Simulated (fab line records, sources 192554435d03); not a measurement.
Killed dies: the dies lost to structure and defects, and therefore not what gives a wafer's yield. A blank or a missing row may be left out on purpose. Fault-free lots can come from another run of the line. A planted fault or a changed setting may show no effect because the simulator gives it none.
fab line records | flow n5_finfet
[record] lots = 12 | wafers = 34 | last_day = 18
route steps=1938 shown BEOL_M13@1671 PASSIVATION@1936
lots with no fault: from the same line, run without faults
start_h: hours from the record's opening day to when the first of the lot's shown wafers began | wait_h: hours elapsed since this lot's preceding step | " repeats the value in the row above | L1.1+2: one row covering several wafers at once | - no value present, or no start provided | * or withheld: withheld | < > ~ a bound
route shown NAME@n: NAME is a module with steps in the file, n the number in the route of the first one | usual: mean/standard deviation taken from wafers without a fault | same: alike in all rows | chamber/n: place in a boat | sites: each site's reading | _std_site: their standard deviation | _edge_site: inner sites' mean taken away from outer sites' mean | radius_mm: for every site, how far away it sits from the centre of the wafer | mask NAME#n: copy n | behind: tool/chamber where the wafer was last shaped | hold: the reason the lot was held/the length of the hold in hours/how it ended | device: which transistor (n, p or np) failed to switch | end of line: at the end of the route, the tests of the same wafers | where a step has no rows: the recipe by itself | killed: dies lost to structure and defects at the first sort, not the wafer's yield | map: shows each die of a wafer: x if killed, . if not, _ if none is there
set.NAME: the run value of the setting; set.NAME@STEP: its run value at that earlier step | model.NAME: the simulator's own value behind a step, which no gauge read
a sample of lots followed through the steps of the route, with each step as a table and each wafer as a row
services: from which hour (start_h, from the record's first day; less than 0 if before it) a tool's chamber was out of use, for how many hours, and why
[[steps]]
[step N5_BEOL_M13_INSPECT_12]
[recipe] mode = adi | inspect_instrument = macro
[usual] raw_defect_count = 1.8/1.3
lot.wafer | tool              | chamber | start_h | wait_h | raw_defect_count
L701.2    | defect_inspect-02 | -       | 258.55  | 0.0    | 1
L701.5    | "                 | -       | "       | "      | 0
L703.2    | defect_inspect-01 | -       | 265.44  | 0.0    | 3
L703.5    | "                 | -       | "       | "      | 3
L703.6    | "                 | -       | "       | "      | 2
L704.1    | defect_inspect-02 | -       | 271.82  | 0.0    | 4
L704.6    | "                 | -       | "       | "      | 0
L707.3    | defect_inspect-02 | -       | 290.54  | 0.0    | 1
L707.4    | "                 | -       | "       | "      | 1
L707.5    | "                 | -       | "       | "      | 1
L708.1    | defect_inspect-02 | -       | 290.78  | 0.0    | 2
L708.5    | "                 | -       | "       | "      | 2
L708.6    | "                 | -       | "       | "      | 1
L715.1    | defect_inspect-01 | -       | 321.80  | 0.0    | 0
L715.2    | "                 | -       | "       | "      | 1
L715.5    | "                 | -       | "       | "      | 1
L716.1    | defect_inspect-02 | -       | 342.74  | 0.0    | 0
L716.4    | "                 | -       | "       | "      | 3
L716.6    | "                 | -       | "       | "      | 2
L714.3    | defect_inspect-02 | -       | 343.02  | 0.0    | 2
L714.4    | "                 | -       | "       | "      | 2
L714.5    | "                 | -       | "       | "      | 0
L717.1    | defect_inspect-02 | -       | 343.64  | 0.0    | 1
L717.2    | "                 | -       | "       | "      | 1
L717.3    | "                 | -       | "       | "      | 0
L723.1    | defect_inspect-01 | -       | 370.45  | 0.0    | 1
L723.2    | "                 | -       | "       | "      | 1
L723.6    | "                 | -       | "       | "      | 1
L722.1    | defect_inspect-01 | -       | 388.16  | 0.0    | 1
L722.2    | "                 | -       | "       | "      | 2
L722.5    | "                 | -       | "       | "      | 3
L724.1    | defect_inspect-01 | -       | 397.53  | 0.0    | 1
L724.3    | "                 | -       | "       | "      | 2
L724.5    | "                 | -       | "       | "      | 3
[step N5_BEOL_M13_DESCUM_15]
[recipe] chemistry = O2 | time_s = 7.9 | source_power_w = 50 | bias_power_w = 20 | pressure_mtorr = 20 | rf_frequency_hz = 2.712e+07 | temp_c = 40 | o2_flow_sccm = 225
[usual] drypump_motor_current_A = 5.7/0.41 | oes_product_au = 0.76/0.088 | rf_vpp_V = 242.8/1.5 | showerhead_plenum_p_Torr = 2.07/0.077 | throttle_valve_pct = 20.54/0.26
[same] time_s = 7.9
lot.wafer | tool        | chamber | start_h | wait_h | drypump_motor_current_A | oes_product_au | rf_hours_counter_h | rf_vpp_V | showerhead_plenum_p_Torr | throttle_valve_pct
L701.2    | rie_diel-01 | 3       | 258.61  | 0.1    | 6.0                     | 0.70           | 223                | 241.4    | 2.00                     | 21.12
L701.5    | "           | 1       | "       | "      | 5.3                     | 0.74           | -                  | 242.9    | 1.97                     | 20.47
L703.2    | rie_diel-02 | 0       | 265.62  | 0.2    | 5.6                     | 0.90           | 19                 | 243.7    | 2.15                     | 20.14
L703.5    | "           | 1       | "       | "      | 5.6                     | 0.75           | -                  | 242.8    | 2.00                     | 20.77
L703.6    | "           | 0       | "       | "      | 5.6                     | 0.91           | -                  | 244.3    | 2.15                     | 20.14
L704.1    | rie_diel-03 | 2       | 271.89  | 0.1    | 5.9                     | 0.91           | 29                 | 240.7    | 2.05                     | 20.64
L704.6    | "           | 3       | "       | "      | 5.2                     | 0.73           | -                  | 243.1    | 1.99                     | 20.59
L707.3    | rie_diel-03 | 1       | 290.57  | 0.0    | 5.1                     | 0.94           | 8                  | 242.6    | 2.04                     | 20.47
L707.4    | "           | 2       | "       | "      | 5.9                     | 0.89           | 35                 | 241.6    | 2.05                     | 20.67
L707.5    | "           | 3       | "       | "      | 5.2                     | 0.72           | -                  | 244.1    | 1.99                     | 20.59
L708.1    | rie_diel-02 | 0       | 290.82  | 0.0    | 5.6                     | 0.90           | 28                 | 244.4    | 2.14                     | 20.15
L708.5    | "           | 1       | "       | "      | 5.6                     | 0.74           | -                  | 239.9    | 2.00                     | 20.78
L708.6    | "           | 0       | "       | "      | 5.6                     | 0.88           | -                  | 241.9    | 2.14                     | 20.17
L715.1    | rie_diel-02 | 1       | 321.84  | 0.0    | 5.6                     | 0.73           | 186                | 241.9    | 2.00                     | 20.78
L715.2    | "           | 0       | "       | "      | 5.6                     | 0.88           | 38                 | 243.5    | 2.14                     | 20.18
L715.5    | "           | 1       | "       | "      | 5.6                     | 0.73           | -                  | 240.9    | 2.00                     | 20.79
L716.1    | rie_diel-02 | 3       | 342.77  | 0.0    | 5.3                     | 0.77           | 126                | 243.7    | 2.12                     | 20.42
L716.4    | "           | 2       | "       | "      | 6.0                     | 0.73           | 185                | 242.5    | 2.07                     | 20.45
L716.6    | "           | 1       | "       | "      | 5.6                     | 0.73           | -                  | 242.5    | 1.99                     | 20.81
L714.3    | rie_diel-01 | 2       | 343.05  | 0.0    | 6.1                     | 0.71           | 206                | 244.5    | 2.16                     | 20.24
L714.4    | "           | 1       | "       | "      | 5.3                     | 0.72           | 204                | 241.1    | 1.96                     | 20.49
L714.5    | "           | 3       | "       | "      | 6.1                     | 0.68           | -                  | 241.3    | 1.99                     | 21.16
L717.1    | rie_diel-02 | 2       | 343.77  | 0.1    | 5.9                     | 0.72           | 186                | 243.7    | 2.07                     | 20.47
L717.2    | "           | 1       | "       | "      | 5.6                     | 0.72           | 194                | 241.3    | 1.99                     | 20.81
L717.3    | "           | 3       | "       | "      | 5.4                     | 0.77           | 126                | 243.6    | 2.12                     | 20.44
L723.1    | rie_diel-01 | 0       | 371.17  | 0.7    | 6.4                     | 0.68           | 237                | 241.5    | 2.07                     | 20.43
L723.2    | "           | 3       | "       | "      | 6.1                     | 0.95           | 4                  | 245.3    | 2.25                     | 20.85
L723.6    | "           | 1       | "       | "      | 5.3                     | 0.71           | -                  | 241.6    | 1.95                     | 20.53
L722.1    | rie_diel-01 | 1       | 388.20  | 0.0    | 5.3                     | 0.70           | 224                | 239.9    | 1.95                     | 20.51
L722.2    | "           | 0       | "       | "      | 6.4                     | 0.67           | 242                | 243.4    | 2.07                     | 20.44
L722.5    | "           | 1       | "       | "      | 5.3                     | 0.70           | -                  | 241.7    | 1.95                     | 20.53
L724.1    | rie_diel-02 | 1       | 397.56  | 0.0    | 5.6                     | 0.71           | 206                | 242.5    | 1.99                     | 20.81
L724.3    | "           | 0       | "       | "      | 5.6                     | 0.84           | 58                 | 245.5    | 2.13                     | 20.21
L724.5    | "           | 3       | "       | "      | 5.3                     | 0.77           | -                  | 242.1    | 2.11                     | 20.47
[step N5_BEOL_M13_EXPOSE_25]
[recipe] mask_id = M13 | na = 0.93 | source_shape = conventional | sigma_outer = 0.4 | polarization = unpolarized | target_cd_nm = 210 | dose_mj = 22
lot.wafer  | tool           | chamber | start_h | wait_h | mask
L701.2+5   | krf_scanner-01 | 0       | 259.32  | -      | M13#0
L703.2+5+6 | krf_scanner-01 | 0       | 266.32  | -      | M13#0
L704.1+6   | krf_scanner-01 | 0       | 272.58  | -      | M13#0
L707.3+4+5 | krf_scanner-02 | 0       | 291.26  | -      | M13#0
L708.1+5+6 | krf_scanner-01 | 0       | 291.64  | -      | M13#0
L715.1+2+5 | krf_scanner-01 | 0       | 322.57  | -      | M13#0
L716.1+4+6 | krf_scanner-02 | 0       | 343.50  | -      | M13#0
L714.3+4+5 | krf_scanner-01 | 0       | 343.87  | -      | M13#0
L717.1+2+3 | krf_scanner-01 | 0       | 344.45  | -      | M13#0
L723.1+2+6 | krf_scanner-02 | 0       | 371.98  | -      | M13#0
L722.1+2+5 | krf_scanner-02 | 0       | 388.88  | -      | M13#0
L724.1+3+5 | krf_scanner-02 | 0       | 398.25  | -      | M13#0
[step N5_BEOL_M13_CD_MEAS_28]
[recipe] target_cd_nm = 209.5 | landing_energy_ev = 500 | detector = se_inlens
[usual] cd_nm = 210.1/1.4
[same] landing_energy_ev = 500
lot.wafer | tool      | chamber | start_h | wait_h | cd_nm
L701.2    | cd_sem-01 | 0       | 259.49  | -      | 208.6
L701.5    | "         | 0       | "       | "      | 210.7
L703.2    | cd_sem-01 | 0       | 266.49  | -      | 214.5
L703.5    | "         | 0       | "       | "      | 211.3
L703.6    | "         | 0       | "       | "      | 211.4
L704.1    | cd_sem-03 | 0       | 272.75  | -      | 211.6
L704.6    | "         | 0       | "       | "      | 209.1
L707.3    | cd_sem-01 | 0       | 291.43  | -      | 209.9
L707.4    | "         | 0       | "       | "      | 209.2
L707.5    | "         | 0       | "       | "      | 210.1
L708.1    | cd_sem-01 | 0       | 291.81  | -      | 210.3
L708.5    | "         | 0       | "       | "      | 212.8
L708.6    | "         | 0       | "       | "      | 211.5
L715.1    | cd_sem-01 | 0       | 322.74  | -      | 209.7
L715.2    | "         | 0       | "       | "      | 211.1
L715.5    | "         | 0       | "       | "      | 209.8
L716.1    | cd_sem-02 | 0       | 343.67  | -      | 209.5
L716.4    | "         | 0       | "       | "      | 210.5
L716.6    | "         | 0       | "       | "      | 210.6
L714.3    | cd_sem-02 | 0       | 344.03  | -      | 210.6
L714.4    | "         | 0       | "       | "      | 209.6
L714.5    | "         | 0       | "       | "      | 209.9
L717.1    | cd_sem-03 | 0       | 344.62  | -      | 210.9
L717.2    | "         | 0       | "       | "      | 210.5
L717.3    | "         | 0       | "       | "      | 210.9
L723.1    | cd_sem-02 | 0       | 372.15  | -      | 209.4
L723.2    | "         | 0       | "       | "      | 206.6
L723.6    | "         | 0       | "       | "      | 210.4
L722.1    | cd_sem-03 | 0       | 389.05  | -      | 212.2
L722.2    | "         | 0       | "       | "      | 209.2
L722.5    | "         | 0       | "       | "      | 210.2
L724.1    | cd_sem-02 | 0       | 398.42  | -      | 209.0
L724.3    | "         | 0       | "       | "      | 212.1
L724.5    | "         | 0       | "       | "      | 208.2
[step N5_BEOL_M13_OVL_MEAS_29]
[recipe] points_per_wafer = 44
[usual] M13_OVL = 1/6.8
lot.wafer | tool       | chamber | start_h | wait_h | M13_OVL[nm]
L701.2    | overlay-02 | 0       | 259.52  | 0.0    | -6
L701.5    | "          | 0       | "       | "      | -8
L703.2    | overlay-01 | 0       | 266.52  | 0.0    | 2
L703.5    | "          | 0       | "       | "      | 6
L703.6    | "          | 0       | "       | "      | 4
L704.1    | overlay-02 | 0       | 272.78  | 0.0    | -4
L704.6    | "          | 0       | "       | "      | 1
L707.3    | overlay-02 | 0       | 291.46  | 0.0    | -7
L707.4    | "          | 0       | "       | "      | -18
L707.5    | "          | 0       | "       | "      | -2
L708.1    | overlay-01 | 0       | 291.84  | 0.0    | 8
L708.5    | "          | 0       | "       | "      | 9
L708.6    | "          | 0       | "       | "      | 9
L715.1    | overlay-01 | 0       | 322.77  | 0.0    | 34
L715.2    | "          | 0       | "       | "      | 31
L715.5    | "          | 0       | "       | "      | 36
L716.1    | overlay-01 | 0       | 343.70  | 0.0    | -4
L716.4    | "          | 0       | "       | "      | 3
L716.6    | "          | 0       | "       | "      | 10
L714.3    | overlay-02 | 0       | 344.06  | 0.0    | 33
L714.4    | "          | 0       | "       | "      | 33
L714.5    | "          | 0       | "       | "      | 33
L717.1    | overlay-02 | 0       | 344.65  | 0.0    | 36
L717.2    | "          | 0       | "       | "      | 43
L717.3    | "          | 0       | "       | "      | 39
L723.1    | overlay-02 | 0       | 372.19  | 0.0    | 7
L723.2    | "          | 0       | "       | "      | 5
L723.6    | "          | 0       | "       | "      | 2
L722.1    | overlay-01 | 0       | 389.08  | 0.0    | 1
L722.2    | "          | 0       | "       | "      | -5
L722.5    | "          | 0       | "       | "      | 7
L724.1    | overlay-02 | 0       | 398.45  | 0.0    | 1
L724.3    | "          | 0       | "       | "      | -1
L724.5    | "          | 0       | "       | "      | 4
[step N5_PASSIVATION_PROBE_49]
[usual] defect_limited_yield = 91.3/1.4 | killed_at_M0_to_M3 = 33/9.9 | killed_at_M4_up = 15/5.6 | killed_at_contacts = 13/5.7 | killed_at_front_end = 38/12 | killed_at_other = 4/3.1 | killed_dies = 103/17 | killed_on_rim = 13/4 | killed_open = 66/13 | killed_short = 32/7.8 | sort_bin_4_leakage = 0.02/0.16 | sort_bin_5_function = 5.1/0.95 | sort_bin_6_memory = 3.2/0.68 | sort_bin_8_speed = 0.02/0.22 | sort_n_pass = 1077/17 | sort_yield_pct = 91.3/1.5
[same] gross_dies = 1180 | killed_at_back_side = 0
lot.wafer | tool      | chamber | start_h | wait_h | defect_limited_yield[%] | killed_at_M0_to_M3 | killed_at_M4_up | killed_at_contacts | killed_at_front_end | killed_at_other | killed_dies | killed_on_rim | killed_open | killed_short | sort_bin_4_leakage[%] | sort_bin_5_function[%] | sort_bin_6_memory[%] | sort_bin_8_speed[%] | sort_n_pass | sort_yield_pct[%]
L701.2    | prober-02 | -       | 288.28  | 0.1    | 91.0                    | 22                 | 18              | 19                 | 44                  | 3               | 106         | 18            | 78          | 28           | 0                     | 5.5                    | 3.4                  | 0                   | 1074        | 91.0
L701.5    | prober-02 | -       | 288.43  | 0.2    | 92.7                    | 25                 | 13              | 10                 | 38                  | 0               | 86          | 8             | 54          | 23           | 0                     | 4.6                    | 1.9                  | 0                   | 1094        | 92.7
L708.1    | prober-01 | -       | 324.85  | 0.0    | 91.3                    | 25                 | 13              | 12                 | 51                  | 2               | 103         | 11            | 77          | 25           | 0                     | 4.8                    | 3.6                  | 0                   | 1077        | 91.3
L708.5    | prober-01 | -       | 325.05  | 0.2    | 92.4                    | 25                 | 25              | 7                  | 31                  | 2               | 90          | 12            | 60          | 28           | 0                     | 4.5                    | 3.0                  | 0                   | 1090        | 92.4
L708.6    | prober-01 | -       | 325.10  | 0.3    | 92.7                    | 26                 | 24              | 6                  | 26                  | 4               | 86          | 8             | 55          | 30           | 0                     | 4.3                    | 2.8                  | 0                   | 1094        | 92.7
L715.1    | prober-01 | -       | 350.34  | 0.0    | 89.2                    | 49                 | 18              | 14                 | 41                  | 6               | 128         | 12            | 86          | 40           | 0                     | 6.1                    | 4.4                  | 0                   | 1052        | 89.2
L715.2    | prober-01 | -       | 350.39  | 0.1    | 92.0                    | 43                 | 5               | 17                 | 29                  | 0               | 94          | 10            | 63          | 23           | 0                     | 4.1                    | 3.1                  | 0                   | 1086        | 92.0
L715.5    | prober-01 | -       | 350.54  | 0.2    | 92.5                    | 40                 | 10              | 11                 | 23                  | 4               | 88          | 9             | 58          | 28           | 0                     | 4.7                    | 2.5                  | 0                   | 1092        | 92.5
L716.1    | prober-01 | -       | 371.55  | 0.0    | 92.2                    | 33                 | 16              | 13                 | 28                  | 2               | 92          | 9             | 63          | 26           | 0                     | 5.0                    | 2.5                  | 0                   | 1088        | 92.2
L716.4    | prober-01 | -       | 371.70  | 0.2    | 93.1                    | 27                 | 12              | 4                  | 38                  | 0               | 81          | 9             | 56          | 21           | 0                     | 4.0                    | 2.5                  | 0                   | 1099        | 93.1
L716.6    | prober-01 | -       | 371.80  | 0.3    | 91.2                    | 36                 | 10              | 3                  | 53                  | 2               | 104         | 16            | 71          | 32           | 0                     | 5.1                    | 3.6                  | 0                   | 1076        | 91.2
L714.3    | prober-02 | -       | 371.69  | 0.1    | 90.8                    | 25                 | 6               | 22                 | 55                  | 1               | 109         | 17            | 80          | 27           | 0                     | 5.3                    | 3.6                  | 0                   | 1071        | 90.8
L714.4    | prober-02 | -       | 371.74  | 0.2    | 89.9                    | 42                 | 12              | 11                 | 53                  | 1               | 119         | 21            | 77          | 41           | 0                     | 6.4                    | 3.4                  | 0                   | 1061        | 89.9
L714.5    | prober-02 | -       | 371.79  | 0.2    | 90.9                    | 24                 | 12              | 21                 | 48                  | 2               | 107         | 17            | 73          | 32           | 0                     | 5.3                    | 3.1                  | 0                   | 1073        | 90.9
L717.1    | prober-01 | -       | 379.81  | 0.0    | 89.0                    | 48                 | 25              | 5                  | 48                  | 4               | 130         | 18            | 88          | 33           | 0                     | 5.0                    | 5.1                  | 0                   | 1050        | 89.0
L717.2    | prober-01 | -       | 379.86  | 0.1    | 90.9                    | 33                 | 17              | 5                  | 50                  | 2               | 107         | 16            | 70          | 35           | 0                     | 5.7                    | 3.2                  | 0                   | 1073        | 90.9
L717.3    | prober-01 | -       | 379.91  | 0.1    | 91.3                    | 28                 | 18              | 9                  | 47                  | 1               | 103         | 11            | 68          | 29           | 0                     | 4.8                    | 3.6                  | 0                   | 1077        | 91.3
L723.1    | prober-02 | -       | 406.15  | 0.0    | 92.5                    | 32                 | 9               | 12                 | 33                  | 2               | 88          | 12            | 50          | 37           | 0                     | 4.7                    | 2.3                  | 0                   | 1092        | 92.5
L723.2    | prober-02 | -       | 406.20  | 0.1    | 91.9                    | 29                 | 12              | 5                  | 49                  | 0               | 95          | 10            | 52          | 36           | 0                     | 4.4                    | 2.9                  | 0                   | 1085        | 91.9
L723.6    | prober-02 | -       | 406.40  | 0.3    | 93.3                    | 42                 | 5               | 10                 | 20                  | 2               | 79          | 12            | 47          | 29           | 0                     | 3.6                    | 2.8                  | 0                   | 1101        | 93.3
// killed by level:class
L701.2 FIN_SAQP:geometric_particle:open=15 MOL_CONTACT_COAG:geometric_particle:open=14 BEOL_M4:geometric_particle:open=10 FIN_SAQP:geometric_particle:short=8 BEOL_M0_SAQP:geometric_particle:open=8 BEOL_M5:geometric_particle:open=6 STI_FIN_REVEAL:geometric_particle:open=5 GATE_CUT:geometric_particle:short=5
L701.5 BEOL_M0_SAQP:geometric_particle:open=8 STI_FIN_REVEAL:geometric_particle:open=8 MOL_CONTACT_COAG:geometric_particle:open=8 HKMG_FIN:area_etch=7 FIN_SAQP:geometric_particle:open=5 ILD0:geometric_particle:short=4 BEOL_M0_SAQP:geometric_particle:short=4 BEOL_M0:geometric_particle:open=4
L708.1 FIN_SAQP:geometric_particle:open=26 BEOL_M3:geometric_particle:open=10 MOL_CONTACT_COAG:geometric_particle:open=8 BEOL_M5:geometric_particle:open=7 FIN_SAQP:geometric_particle:short=6 BEOL_M2:geometric_particle:open=5 MOL_CONTACT_COAG:geometric_particle:short=4 GATE_CUT:geometric_particle:short=3
L708.5 BEOL_M4:geometric_particle:open=11 FIN_SAQP:geometric_particle:open=9 FIN_SAQP:geometric_particle:short=9 BEOL_M2:geometric_particle:open=6 MOL_CONTACT_COAG:geometric_particle:open=5 BEOL_M0_SAQP:geometric_particle:short=5 BEOL_M3:geometric_particle:open=5 STARTING-WAFER:geometric_particle:open=5
L708.6 BEOL_M4:geometric_particle:open=15 GATE_CUT:geometric_particle:open=5 BEOL_M0_SAQP:geometric_particle:short=5 FIN_SAQP:geometric_particle:short=4 GATE_CUT:geometric_particle:short=4 MOL_CONTACT_COAG:geometric_particle:open=4 BEOL_M0_SAQP:geometric_particle:open=4 BEOL_M0:geometric_particle:short=4
L715.1 MOL_CONTACT_COAG:geometric_particle:open=14 BEOL_M0_SAQP:geometric_particle:open=13 BEOL_M0_SAQP:geometric_particle:short=11 FIN_SAQP:geometric_particle:open=9 BEOL_M4:geometric_particle:open=9 FIN_SAQP:geometric_particle:short=8 STI_FIN_REVEAL:geometric_particle:open=7 BEOL_M2:geometric_particle:open=7
L715.2 MOL_CONTACT_COAG:geometric_particle:open=14 BEOL_M0_SAQP:geometric_particle:open=14 BEOL_M0_SAQP:geometric_particle:short=8 BEOL_M3:geometric_particle:open=8 HKMG_FIN:area_etch=8 DUMMY_GATE:geometric_particle:open=5 STI_FIN_REVEAL:geometric_particle:open=4 STARTING-WAFER:geometric_particle:open=4
L715.5 BEOL_M3:geometric_particle:open=13 BEOL_M0_SAQP:geometric_particle:short=9 BEOL_M2:geometric_particle:open=9 MOL_CONTACT_COAG:geometric_particle:open=8 FIN_SAQP:geometric_particle:open=5 STARTING-WAFER:geometric_particle:open=5 BEOL_M4:geometric_particle:short=4 STI_FIN_REVEAL:geometric_particle:open=3
L716.1 MOL_CONTACT_COAG:geometric_particle:open=11 BEOL_M4:geometric_particle:open=10 STI_FIN_REVEAL:geometric_particle:open=8 BEOL_M1:geometric_particle:open=8 FIN_SAQP:geometric_particle:open=6 BEOL_M0_SAQP:geometric_particle:short=5 BEOL_M2:geometric_particle:open=5 BEOL_M3:geometric_particle:short=4
L714.3 STI_FIN_REVEAL:geometric_particle:open=17 FIN_SAQP:geometric_particle:open=16 MOL_CONTACT_COAG:geometric_particle:open=16 BEOL_M0_SAQP:geometric_particle:short=7 BEOL_M2:geometric_particle:open=6 MOL_CONTACT_COAG:geometric_particle:short=5 BEOL_M0_SAQP:geometric_particle:open=4 STARTING-WAFER:geometric_particle:open=4
L716.4 FIN_SAQP:geometric_particle:open=10 BEOL_M1:geometric_particle:open=10 FIN_SAQP:geometric_particle:short=6 BEOL_M0_SAQP:geometric_particle:open=5 BEOL_M4:geometric_particle:open=5 BEOL_M0_SAQP:geometric_particle:short=4 BEOL_M3:geometric_particle:open=4 STI_FIN_REVEAL:geometric_particle:open=3
L714.4 BEOL_M1:geometric_particle:open=14 BEOL_M0_SAQP:geometric_particle:short=13 MOL_CONTACT_COAG:geometric_particle:open=10 FIN_SAQP:geometric_particle:open=7 STI_FIN_REVEAL:geometric_particle:open=7 ILD0:geometric_particle:open=7 GATE_CUT:geometric_particle:short=7 BEOL_M4:geometric_particle:open=6
L714.5 STI_FIN_REVEAL:geometric_particle:open=15 MOL_CONTACT_COAG:geometric_particle:open=15 FIN_SAQP:geometric_particle:open=10 BEOL_M0_SAQP:geometric_particle:open=8 FIN_SAQP:geometric_particle:short=7 BEOL_M0_SAQP:geometric_particle:short=7 STARTING-WAFER:geometric_particle:short=6 MOL_CONTACT_COAG:geometric_particle:short=5
L716.6 STI_FIN_REVEAL:geometric_particle:open=18 FIN_SAQP:geometric_particle:open=10 BEOL_M1:geometric_particle:open=10 BEOL_M3:geometric_particle:open=7 GATE_CUT:geometric_particle:open=5 BEOL_M0_SAQP:geometric_particle:open=5 BEOL_M0_SAQP:geometric_particle:short=5 FIN_SAQP:geometric_particle:short=3
L717.1 BEOL_M2:geometric_particle:open=15 BEOL_M4:geometric_particle:open=11 STI_FIN_REVEAL:geometric_particle:open=10 BEOL_M0:geometric_particle:open=10 BEOL_M0_SAQP:geometric_particle:open=8 HKMG_FIN:area_etch=8 FIN_SAQP:geometric_particle:short=7 BEOL_M5:geometric_particle:open=6
L717.2 STI_FIN_REVEAL:geometric_particle:open=21 BEOL_M4:geometric_particle:open=10 DUMMY_GATE:geometric_particle:open=9 BEOL_M1:geometric_particle:short=6 BEOL_M1:geometric_particle:open=6 BEOL_M2:geometric_particle:open=6 STARTING-WAFER:geometric_particle:short=6 BEOL_M0_SAQP:geometric_particle:short=4
L717.3 BEOL_M2:geometric_particle:open=17 STI_FIN_REVEAL:geometric_particle:open=9 GATE_CUT:geometric_particle:open=7 MOL_CONTACT_COAG:geometric_particle:open=7 BEOL_M4:geometric_particle:open=7 GATE_CUT:geometric_particle:short=5 FIN_SAQP:geometric_particle:short=4 DUMMY_GATE:geometric_particle:short=4
L723.1 FIN_SAQP:geometric_particle:short=9 BEOL_M2:geometric_particle:open=9 MOL_CONTACT_COAG:geometric_particle:open=8 GATE_CUT:geometric_particle:short=7 BEOL_M0_SAQP:geometric_particle:short=6 BEOL_M3:geometric_particle:open=5 STI_FIN_REVEAL:geometric_particle:open=4 MOL_CONTACT_COAG:geometric_particle:short=4
L723.2 FIN_SAQP:geometric_particle:short=15 FIN_SAQP:geometric_particle:open=10 BEOL_M0_SAQP:geometric_particle:short=8 BEOL_M3:geometric_particle:open=8 STI_FIN_REVEAL:geometric_particle:open=6 BEOL_M0_SAQP:geometric_particle:open=5 BEOL_M4:geometric_particle:open=5 MOL_CONTACT_COAG:geometric_particle:open=4
L723.6 BEOL_M0_SAQP:geometric_particle:short=13 MOL_CONTACT_COAG:geometric_particle:open=9 BEOL_M3:geometric_particle:open=8 BEOL_M0_SAQP:geometric_particle:open=8 BEOL_M1:geometric_particle:open=5 FIN_SAQP:geometric_particle:open=3 GATE_CUT:geometric_particle:short=3 BEOL_M2:geometric_particle:open=3
[[services]]
tool           | chamber | start_h | hours | kind
krf_scanner-01 | -       | 234.88  | 0.8   | pm
krf_scanner-02 | -       | 238.27  | 36.0  | pm
rie_diel-03    | 1       | 245.77  | -     | clean
krf_scanner-01 | -       | 274.27  | 1.3   | pm
krf_scanner-01 | -       | 275.57  | 4.4   | pm
krf_scanner-02 | -       | 279.95  | 1.0   | pm
rie_diel-02    | 1       | 285.26  | 2.9   | repair
krf_scanner-02 | 0       | 290.97  | -     | calibration
krf_scanner-01 | 0       | 292.04  | -     | calibration
rie_diel-02    | 2       | 311.15  | 15.1  | repair
rie_diel-03    | 2       | 315.58  | 9.5   | repair
krf_scanner-02 | -       | 318.30  | 0.8   | pm
krf_scanner-02 | -       | 320.17  | 0.3   | repair
krf_scanner-02 | -       | 324.16  | 1.3   | pm
krf_scanner-02 | -       | 327.39  | 0.8   | repair
krf_scanner-01 | -       | 339.20  | 1.0   | pm
rie_diel-01    | 3       | 344.62  | -     | clean
rie_diel-01    | 3       | 344.62  | -     | consumable_replace:focus_ring
rie_diel-01    | 3       | 344.62  | -     | consumable_replace:showerhead
rie_diel-01    | 3       | 344.62  | 16.0  | scheduled_down
rie_diel-01    | 3       | 344.62  | 16.0  | vent_cycle
rie_diel-01    | -       | 347.50  | 0.1   | repair
rie_diel-02    | -       | 355.65  | 15.6  | pm
krf_scanner-01 | -       | 378.25  | 0.8   | pm
[[key]]
[first_sign] step = N5_BEOL_M13_OVL_MEAS_29 | reading = M13_OVL | direction = up | sigmas = 5.1 | usual = 1 | struck = 35
effect none on later readings
met_at N5_BEOL_M13_EXPOSE_25
struck_lots L714,L715,L717
not_acting_at N5_BEOL_M13_INSPECT_12,N5_BEOL_M13_DESCUM_15,N5_BEOL_M13_CD_MEAS_28
onset_between 291.64 322.57
[fault] kind = scanner_matching_overlay | tool = krf_scanner-01 | chamber = - | onset_h = 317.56 | steps = N5_BEOL_M13_EXPOSE_25 | offset = 32.444
